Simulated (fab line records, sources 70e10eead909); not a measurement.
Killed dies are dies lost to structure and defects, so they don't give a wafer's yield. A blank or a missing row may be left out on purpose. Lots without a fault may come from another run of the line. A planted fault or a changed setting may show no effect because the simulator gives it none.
Chamber matching | flow nand_harc | NHARC_THIN_TSV_DEP_43 on pecvd-03: 3 sister chambers
The step deposits SiO2, target thk 1328.5 nm. 6 wafers are shown with their chamber, then 11 later ones without.

WAFERS WITH THEIR CHAMBER
wafer  | chamber | throttle_valve_pct (%)
L081.5 | 0       | 15.6
L082.1 | 0       | 15.8
L082.5 | 2       | 16.5
L086.3 | 2       | 16.5
L086.6 | 1       | 15.3
L085.1 | 1       | 15.3

WAFERS WITHOUT THEIR CHAMBER
wafer  | throttle_valve_pct (%)
L085.2 | 16.4
L085.5 | 15.6
L087.3 | 15.5
L087.4 | 16.3
L087.6 | 15.3
L093.2 | 16.4
L093.5 | 16.5
L093.6 | 15.4
L097.2 | 14.7
L097.3 | 14.9
L097.5 | 15.6

WHICH CHAMBER EACH WENT THROUGH
wafer  | from the rows above     | in truth
L085.2 | 2                       | 2
L085.5 | 0                       | 0
L087.3 | can't be placed: 0 or 1 | 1
L087.4 | 2                       | 2
L087.6 | 1                       | 1
L093.2 | 2                       | 2
L093.5 | 2                       | 2
L093.6 | 1                       | 1
L097.2 | 1                       | 1
L097.3 | 1                       | 1
L097.5 | 0                       | 0
Placed correctly: 10 of 11. Can't be placed from these rows: 1 (the true chamber is among the candidates in 1). Placed wrongly: 0.
How it was worked out, from the rows above alone: a wafer's distance from a chamber is the root of the sum, over the readings, of the square of ((its reading less the chamber's mean) divided by the reading's scatter). The wafer belongs to the nearest chamber; if the next one is less than 2 further off, it can't be placed. A chamber's mean is the mean of its shown wafers. The scatter: the root of (the sum of the squares of (reading less its chamber's mean) over the shown wafers, divided by (wafers less chambers)).
